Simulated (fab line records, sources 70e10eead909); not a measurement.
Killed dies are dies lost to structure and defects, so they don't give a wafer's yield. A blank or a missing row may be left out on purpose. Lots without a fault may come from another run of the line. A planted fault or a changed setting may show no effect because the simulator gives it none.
Which tool did it? | flow nand_harc | 12 lots, 36 wafers sampled, at 5 steps of a route of 1159

WHAT THE GAUGES READ, wafer by wafer
NHARC_END_SORT_01. Usual: killed_at_array 29, standard deviation 8.4; killed_at_other 0.7, standard deviation 1.2; killed_at_periphery 3.8, standard deviation 2.1; killed_dies 33, standard deviation 9; killed_open 3.4, standard deviation 2; killed_short 2.1, standard deviation 1.4.
lot  | measured     | on        | killed_at_array | killed_at_other | killed_at_periphery | killed_dies | killed_open | killed_short | flag
L345 | day 21 07:44 | prober-02 | 674 671 671     | 1 1 0           | 2 5 6               | 677 677 677 | 2 2 7       | 2 2 2        | OFF
L346 | day 21 01:27 | prober-01 | 674 672 673     | 1 0 1           | 2 5 3               | 677 677 677 | 3 6 2       | 3 1 2        | OFF
L347 | day 20 23:56 | prober-02 | 671 671 671     | 0 0 0           | 6 6 6               | 677 677 677 | 3 2 2       | 1 1 3        | OFF

WHICH TOOL RAN EACH LOT (tool, then ch and the chambers of the sampled wafers, then the start)
lot  | NHARC_A_ONON_D1_DEP_33          | NHARC_A_CHANNEL_HOLE_D1_DEP_00 | NHARC_A_CHANNEL_HOLE_D1_ETCH_38    | NHARC_A_CHANNEL_HOLE_D1_ETCH_39
L345 | pecvd-03 ch 0,1,2, day 8 09:19  | acl_dep-01 ch 0, day 8 13:55   | rie_diel-07 ch 0,2,3, day 8 20:34  | rie_diel-07 ch 1,2,3, day 21 07:44 or earlier
L346 | pecvd-03 ch 0,1, day 8 16:16    | acl_dep-01 ch 0, day 8 19:01   | rie_diel-10 ch 1,2,3, day 9 00:29  | rie_diel-10 ch 0,2,3, day 21 01:27 or earlier
L347 | pecvd-02 ch 0,1, day 8 22:02    | acl_dep-02 ch 0, day 8 22:36   | rie_diel-04 ch 0,2,3, day 9 03:31  | rie_diel-04 ch 0,2,3, day 20 23:56 or earlier
L348 | pecvd-03 ch 0,1,2, day 9 08:50  | acl_dep-03 ch 0, day 9 11:08   | rie_diel-07 ch 0,3, day 9 13:17    | rie_diel-07 ch 0,3, no start
L357 | pecvd-02 ch 0,1,2, day 11 07:58 | acl_dep-02 ch 0, day 11 10:50  | rie_diel-07 ch 0,3, day 11 13:25   | rie_diel-07 ch 0,1,2, no start
L358 | pecvd-03 ch 0,1,2, day 11 23:42 | acl_dep-02 ch 0, day 12 01:05  | rie_diel-10 ch 1,2, day 12 03:03   | rie_diel-10 ch 1,2,3, no start
L360 | pecvd-03 ch 0,1,2, day 12 06:38 | acl_dep-02 ch 0, day 12 08:01  | rie_diel-04 ch 2,3, day 12 10:57   | rie_diel-04 ch 0,1,3, no start
L361 | pecvd-03 ch 0,1, day 12 17:10   | acl_dep-02 ch 0, day 12 17:40  | rie_diel-10 ch 0,1, day 12 20:31   | rie_diel-10 ch 2,3, no start
L362 | pecvd-04 ch 0,1,2, day 12 17:22 | acl_dep-01 ch 0, day 12 19:05  | rie_diel-04 ch 0,1,2, day 12 22:02 | rie_diel-04 ch 0,2,3, no start
L363 | pecvd-03 ch 0,2, day 13 00:53   | acl_dep-03 ch 0, day 13 02:54  | rie_diel-10 ch 1,2, day 13 05:14   | rie_diel-10 ch 1,3, no start
L364 | pecvd-04 ch 0,1, day 13 00:55   | acl_dep-01 ch 0, day 13 02:48  | rie_diel-07 ch 0,3, day 13 05:05   | rie_diel-07 ch 2,3, no start
L366 | pecvd-02 ch 1,2, day 13 17:45   | acl_dep-03 ch 0, day 13 18:59  | rie_diel-04 ch 0,2,3, day 13 21:55 | rie_diel-04 ch 2,3, no start
- NHARC_A_ONON_D1_DEP_33: deposits SiO2, target thk 200 nm.
- NHARC_A_CHANNEL_HOLE_D1_DEP_00: deposits aC, target thk 3100 nm.
- NHARC_A_CHANNEL_HOLE_D1_ETCH_38: etches the open film in CF4, target depth 39 nm, time 65 s.
- NHARC_A_CHANNEL_HOLE_D1_ETCH_39: etches the open film in N2/H2, target depth 260 nm, time 325 s.

WHAT THE TOOLS THEMSELVES READ (means of the sampled wafers that have a number; where no wafer has one, the mark that the record gives instead)
NHARC_A_ONON_D1_DEP_33. Usual: heater_power_w 546 W, standard deviation 79; throttle_valve_pct 15.8 %, standard deviation 0.5.
lot  | tool     | heater_power_w (W) | throttle_valve_pct (%) | flag
L345 | pecvd-03 | 483                | 15.6                   |
L346 | pecvd-03 | 452                | 15.5                   |
L347 | pecvd-02 | 544                | 15.3                   |
L348 | pecvd-03 | 478                | 15.7                   |
L357 | pecvd-02 | 543                | 15.7                   |
L358 | pecvd-03 | 509                | 15.8                   |
L360 | pecvd-03 | 511                | 15.8                   |
L361 | pecvd-03 | 494                | 15.8                   |
L362 | pecvd-04 | 610                | 16.0                   |
L363 | pecvd-03 | 469                | 16.0                   |
L364 | pecvd-04 | 651                | 16.1                   |
L366 | pecvd-02 | 589                | 16.2                   |

NHARC_A_CHANNEL_HOLE_D1_DEP_00. Usual: throttle_valve_pct 34.999 %, standard deviation 0.009.
lot  | tool       | throttle_valve_pct (%) | flag
L345 | acl_dep-01 | 34.996                 |
L346 | acl_dep-01 | 35.001                 |
L347 | acl_dep-02 | 34.997                 |
L348 | acl_dep-03 | 35.005                 |
L357 | acl_dep-02 | 34.999                 |
L358 | acl_dep-02 | 35.008                 |
L360 | acl_dep-02 | 35.002                 |
L361 | acl_dep-02 | 34.998                 |
L362 | acl_dep-01 | 34.991                 |
L363 | acl_dep-03 | 35.003                 |
L364 | acl_dep-01 | 35.009                 |
L366 | acl_dep-03 | 34.992                 |

NHARC_A_CHANNEL_HOLE_D1_ETCH_38. Usual: drypump_motor_current_A 5.5 A, standard deviation 0.35; mfc_ar_sccm 0.007 sccm, standard deviation 0.012; oes_product_au 1.005 a.u., standard deviation 0.009; rf_vpp_V 151.6 V, standard deviation 1.2; showerhead_plenum_p_Torr 1.79 Torr, standard deviation 0.07; throttle_valve_pct 13.282 %, standard deviation 0.01.
lot  | tool        | drypump_motor_current_A (A) | mfc_ar_sccm (sccm) | oes_product_au (a.u.) | rf_vpp_V (V) | showerhead_plenum_p_Torr (Torr) | throttle_valve_pct (%) | flag
L345 | rie_diel-07 | 5.4                         | 0.000              | 1.010                 | 151.0        | 1.77                            | 13.286                 |
L346 | rie_diel-10 | 5.3                         | 0.009              | 0.998                 | 150.3        | 1.77                            | 13.282                 |
L347 | rie_diel-04 | 5.8                         | 0.016              | 1.006                 | 152.9        | 1.84                            | 13.281                 |
L348 | rie_diel-07 | 5.2                         | 0.000              | 0.999                 | 150.2        | 1.71                            | 13.282                 |
L357 | rie_diel-07 | 5.2                         | 0.000              | 0.998                 | 150.5        | 1.71                            | 13.282                 |
L358 | rie_diel-10 | 5.3                         | 0.019              | 1.008                 | 151.3        | 1.78                            | 13.286                 |
L360 | rie_diel-04 | 5.8                         | 0.003              | 1.003                 | 151.8        | 1.81                            | 13.276                 |
L361 | rie_diel-10 | 5.4                         | 0.000              | 1.009                 | 151.7        | 1.78                            | 13.284                 |
L362 | rie_diel-04 | 5.7                         | 0.013              | 1.007                 | 152.2        | 1.85                            | 13.279                 |
L363 | rie_diel-10 | 5.2                         | 0.019              | 1.001                 | 150.5        | 1.78                            | 13.284                 |
L364 | rie_diel-07 | 5.2                         | 0.000              | 1.001                 | 150.1        | 1.71                            | 13.284                 |
L366 | rie_diel-04 | 5.8                         | 0.016              | 1.009                 | 151.7        | 1.84                            | 13.273                 |

NHARC_A_CHANNEL_HOLE_D1_ETCH_39. Usual: drypump_motor_current_A 5.5 A, standard deviation 0.34; mfc_ar_sccm 0.007 sccm, standard deviation 0.013; oes_product_au 1.005 a.u., standard deviation 0.0095; rf_vpp_V 431.5 V, standard deviation 2.6; showerhead_plenum_p_Torr 2.07 Torr, standard deviation 0.09; throttle_valve_pct 14.172 %, standard deviation 0.0097.
lot  | tool        | drypump_motor_current_A (A) | mfc_ar_sccm (sccm) | oes_product_au (a.u.) | rf_vpp_V (V) | showerhead_plenum_p_Torr (Torr) | throttle_valve_pct (%) | flag
L345 | rie_diel-07 | 5.4                         | 0.000              | 0.999                 | 431.6        | 2.07                            | 14.175                 |
L346 | rie_diel-10 | 5.4                         | 0.009              | 1.004                 | 428.4        | 1.99                            | 14.171                 |
L347 | rie_diel-04 | 5.8                         | 0.016              | 1.008                 | 433.4        | 2.13                            | 14.169                 |
L348 | rie_diel-07 | 5.2                         | 0.000              | 1.002                 | 428.6        | 1.96                            | 14.171                 |
L357 | rie_diel-07 | 5.3                         | 0.000              | 1.009                 | 433.1        | 2.12                            | 14.176                 |
L358 | rie_diel-10 | 5.3                         | 0.009              | 1.007                 | 430.8        | 2.04                            | 14.167                 |
L360 | rie_diel-04 | 6.0                         | 0.016              | 1.002                 | 433.9        | 2.17                            | 14.171                 |
L361 | rie_diel-10 | 5.4                         | 0.019              | 1.007                 | 428.9        | 1.99                            | 14.168                 |
L362 | rie_diel-04 | 5.8                         | 0.016              | 1.011                 | 432.5        | 2.13                            | 14.173                 |
L363 | rie_diel-10 | 5.4                         | 0.000              | 1.022                 | 430.1        | 2.03                            | 14.167                 |
L364 | rie_diel-07 | 5.5                         | 0.000              | 1.005                 | 428.8        | 1.98                            | 14.184                 |
L366 | rie_diel-04 | 6.1                         | 0.007              | 0.999                 | 433.6        | 2.12                            | 14.168                 |

THE ANSWER, worked out from the rows above alone
Rule: a lot is off if the mean of its wafers that have a number lies more than 3 standard deviations from the usual mean. A lot without any number at a reading at which 4 lots or more have one is off too. The other lots that the step has rows for count as sound. The gauges are gone through in route order, then the tools' own readings, and for those a lot's mean is taken as printed above. The first step at which some lot is off is used, and at that step the reading that is off furthest; a lot without a number counts as furthest.
Off: L345, L346, L347, at NHARC_END_SORT_01 (killed_at_array). Neither off nor sound, because the step has no rows for them: L348, L357, L358, L360, L361, L362, L363, L364, L366.
A tool fits if, at a process step before that reading, it ran every lot that is off, and no sound lot after the first of them. The gauges at NHARC_END_SORT_01 are tried like those tools. NHARC_A_CHANNEL_HOLE_D1_ETCH_39 gives no start for some lots, so the hours and the order of its lots are those of NHARC_END_SORT_01. None of those tried fits.

WHAT THE SIMULATOR HAD PUT IN
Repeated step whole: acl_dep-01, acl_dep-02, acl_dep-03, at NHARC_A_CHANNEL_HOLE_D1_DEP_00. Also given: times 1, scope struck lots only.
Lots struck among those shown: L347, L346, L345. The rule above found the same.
